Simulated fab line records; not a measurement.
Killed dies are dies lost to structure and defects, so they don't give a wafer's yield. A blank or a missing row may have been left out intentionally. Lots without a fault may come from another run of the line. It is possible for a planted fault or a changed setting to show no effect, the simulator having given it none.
Which tool is to blame? | flow n5Finfet | Sampling: 11 lots, 32 wafers, 5 of 1938 route steps

WHAT THE GAUGES SHOWED, per wafer
N5_BEOL_M10_THK_MEAS_53: measures by xrf. Usual: M10_THK gives 139.3 nm (standard deviation 2.9).
lot  | measured     | on           | M10_THK (nm)      | flag
L606 | day 10 02:01 | filmMetro-01 | 137.1 137.2 136.8 | 
L610 | day 11 03:25 | filmMetro-02 | 136.3 140.2 137.1 | 
L611 | day 11 16:38 | filmMetro-02 | 141.7 142.2 143.4 | 
L612 | day 11 21:56 | filmMetro-01 | 136.8 141.0 142.3 | 
L613 | day 12 03:16 | filmMetro-01 | 141.8 134.8 141.9 | 
L617 | day 13 01:20 | filmMetro-01 | 138.5 142.6 141.4 | 
L616 | day 13 01:36 | filmMetro-01 | 136.6 137.5 136.8 | 
L619 | day 14 05:26 | filmMetro-02 | 137.9 144.3       | 
L621 | day 14 06:56 | filmMetro-02 | 142.8 139.0 141.5 | 
L623 | day 14 12:40 | filmMetro-02 | 140.1 145.6 143.1 | 
L628 | day 15 10:28 | filmMetro-02 | 139.8 138.1 138.5 | 

N5_BEOL_M10_RS_MEAS_57: a four-point-probe measurement. Usual: M10_RS gives 0.150 ohm/sq (standard deviation 0.0032).
lot  | measured     | on           | M10_RS (ohm/sq)   | flag
L606 | day 10 02:09 | filmMetro-01 | 0.153 0.152 0.153 | 
L610 | day 11 03:32 | filmMetro-02 | 0.154 0.149 0.152 | 
L611 | day 11 16:48 | filmMetro-01 | 0.148 0.149 0.147 | 
L612 | day 11 22:04 | filmMetro-01 | 0.153 0.149 0.146 | 
L613 | day 12 03:24 | filmMetro-02 | 0.148 0.155 0.147 | 
L617 | day 13 01:28 | filmMetro-01 | 0.152 0.147 0.148 | 
L616 | day 13 01:44 | filmMetro-02 | 0.152 0.151 0.151 | 
L619 | day 14 05:34 | filmMetro-02 | 0.152 0.144       | 
L621 | day 14 07:04 | filmMetro-01 | 0.147 0.150 0.148 | 
L623 | day 14 12:47 | filmMetro-01 | 0.149 0.144 0.146 | 
L628 | day 15 10:37 | filmMetro-02 | 0.150 0.153 0.152 | 

N5_BEOL_M11_THK_MEAS_01. Usual: M11_ILD_THK gives 268 nm (standard deviation 3.5).
lot  | measured     | on           | M11_ILD_THK (nm) | flag
L606 | day 10 02:49 | filmMetro-01 | 267 273 272      | 
L610 | day 11 04:12 | filmMetro-01 | 267 262 274      | 
L611 | day 11 17:56 | filmMetro-02 | 269 268 266      | 
L612 | day 11 22:43 | filmMetro-01 | 268 265 270      | 
L613 | day 12 05:29 | filmMetro-02 | 270 272 275      | 
L617 | day 13 02:07 | filmMetro-01 | 271 274 269      | 
L616 | day 13 02:58 | filmMetro-02 | 263 265 268      | 
L619 | day 14 06:14 | filmMetro-02 | 266 308          | OFF
L621 | day 14 07:52 | filmMetro-02 | 269 306 274      | OFF
L623 | day 14 13:27 | filmMetro-01 | 268 271 274      | 
L628 | day 15 11:16 | filmMetro-01 | 273 276 269      | 

EACH LOT AND THE TOOL THAT RAN IT (in order: tool; ch and the chambers of the sampled wafers; start)
lot  | N5_BEOL_M10_PRE_CLEAN_45    | N5_BEOL_M11_ILD_DEP_00
L606 | pvdSputter-02, day 10 00:10 | pecvd-04 ch 0,2, day 10 02:13
L610 | pvdSputter-02, day 11 01:20 | pecvd-04 ch 0,2, day 11 03:36
L611 | pvdSputter-03, day 11 15:11 | pecvd-04 ch 0,1,2, day 11 16:52
L612 | pvdSputter-01, day 11 20:25 | pecvd-03 ch 0,2, day 11 22:08
L613 | pvdSputter-01, day 12 00:14 | pecvd-03 ch 0,2, day 12 03:28
L617 | pvdSputter-02, day 13 00:00 | pecvd-04 ch 0,1,2, day 13 01:32
L616 | pvdSputter-02, day 13 00:05 | pecvd-03 ch 0,2, day 13 01:48
L619 | pvdSputter-02, day 14 03:34 | pecvd-03 ch 1,2, day 14 05:38
L621 | pvdSputter-02, day 14 04:46 | pecvd-03 ch 0,1, day 14 07:08
L623 | pvdSputter-02, day 14 10:57 | pecvd-04 ch 1,2, day 14 12:52
L628 | pvdSputter-03, day 15 07:56 | pecvd-04 ch 0,2, day 15 10:40
- N5_BEOL_M10_PRE_CLEAN_45: time 30 s.
- N5_BEOL_M11_ILD_DEP_00: deposits SiCOH lowk from DEMS/porogen, target thk 308.51 nm, time 58 s.

AS READ BY THE TOOLS THEMSELVES (means over the sampled wafers that have a number; for cases with no such wafer, the mark the record gives instead)
N5_BEOL_M10_PRE_CLEAN_45. Usual: 336 W for heaterPowerW, sd 34.
lot  | tool          | heaterPowerW (W) | flag
L606 | pvdSputter-02 | 333              | 
L610 | pvdSputter-02 | 314              | 
L611 | pvdSputter-03 | 317              | 
L612 | pvdSputter-01 | 374              | 
L613 | pvdSputter-01 | 351              | 
L617 | pvdSputter-02 | 327              | 
L616 | pvdSputter-02 | 343              | 
L619 | pvdSputter-02 | 316              | 
L621 | pvdSputter-02 | 351              | 
L623 | pvdSputter-02 | 358              | 
L628 | pvdSputter-03 | 300              | 

N5_BEOL_M11_ILD_DEP_00. Usual: chamberPressureTorr 5.000 Torr, standard deviation 0.011; heaterPowerW 329 W, standard deviation 41; runLengthS 101.0 s, standard deviation 0.53; showerheadPlenumPTorr 5.729 Torr, standard deviation 0.016; throttleValvePct 13.8 %, standard deviation 0.75.
lot  | tool     | chamberPressureTorr (Torr) | heaterPowerW (W) | runLengthS (s) | showerheadPlenumPTorr (Torr) | throttleValvePct (%) | flag
L606 | pecvd-04 | 4.997                      | 343              | 101.4          | 5.726                        | 13.8                 | 
L610 | pecvd-04 | 4.998                      | 324              | 101.6          | 5.723                        | 13.7                 | 
L611 | pecvd-04 | 5.004                      | 361              | 101.2          | 5.717                        | 14.2                 | 
L612 | pecvd-03 | 4.994                      | 359              | 100.7          | 5.734                        | 13.3                 | 
L613 | pecvd-03 | 5.006                      | 325              | 100.2          | 5.730                        | 13.4                 | 
L617 | pecvd-04 | 4.990                      | 342              | 101.2          | 5.723                        | 14.4                 | 
L616 | pecvd-03 | 4.996                      | 398              | 100.9          | 5.745                        | 12.8                 | 
L619 | pecvd-03 | 5.004                      | 345              | 105.0          | 5.746                        | 13.1                 | OFF
L621 | pecvd-03 | 4.996                      | 317              | 103.7          | 5.734                        | 13.8                 | OFF
L623 | pecvd-04 | 4.986                      | 328              | 101.2          | 5.722                        | 14.4                 | 
L628 | pecvd-04 | 5.011                      | 341              | 102.1          | 5.718                        | 14.0                 | 

THE ANSWER, worked out from the rows above alone
Rule: take the mean of a lot's wafers that have a number; if it is more than 3 standard deviations from the usual mean, the lot is off. Also off: a lot with no number at a reading for which 4 or more lots have one. The other lots that the step has rows for count as sound. Order of review: gauges by route order, followed by the tools' own readings, for which a lot's mean as printed above is used. The first step at which some lot is off is used, and at that step the reading that is off furthest; a lot without a number counts as furthest.
Off: L619, L621, seen at N5_BEOL_M11_THK_MEAS_01 (M11_ILD_THK).
If a tool, at a process step before that reading, ran all the lots that are off and no sound lot after the first of them, it fits. Not tried: the gauges at N5_BEOL_M11_THK_MEAS_01; whatever is off there is also off at N5_BEOL_M11_ILD_DEP_00, on other tools, and gauge error can't account for it. One fits: N5_BEOL_M11_ILD_DEP_00 on pecvd-03. A fault onset in the window from L616 (day 13 01:48, its last sound lot) to L619 (day 14 05:38, its first lot off) fits.
The tool's own readings at N5_BEOL_M11_ILD_DEP_00 bear it out: on the lots that are off they differ by more than 5 times the standard deviation of the sound lots' means. runLengthS reads 104.3 s there against 101.2 s on the sound lots.

WHAT THE SIMULATOR HAD INSERTED
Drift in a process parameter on pecvd-03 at N5_BEOL_M11_ILD_DEP_00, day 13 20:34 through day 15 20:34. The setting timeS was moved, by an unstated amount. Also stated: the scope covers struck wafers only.
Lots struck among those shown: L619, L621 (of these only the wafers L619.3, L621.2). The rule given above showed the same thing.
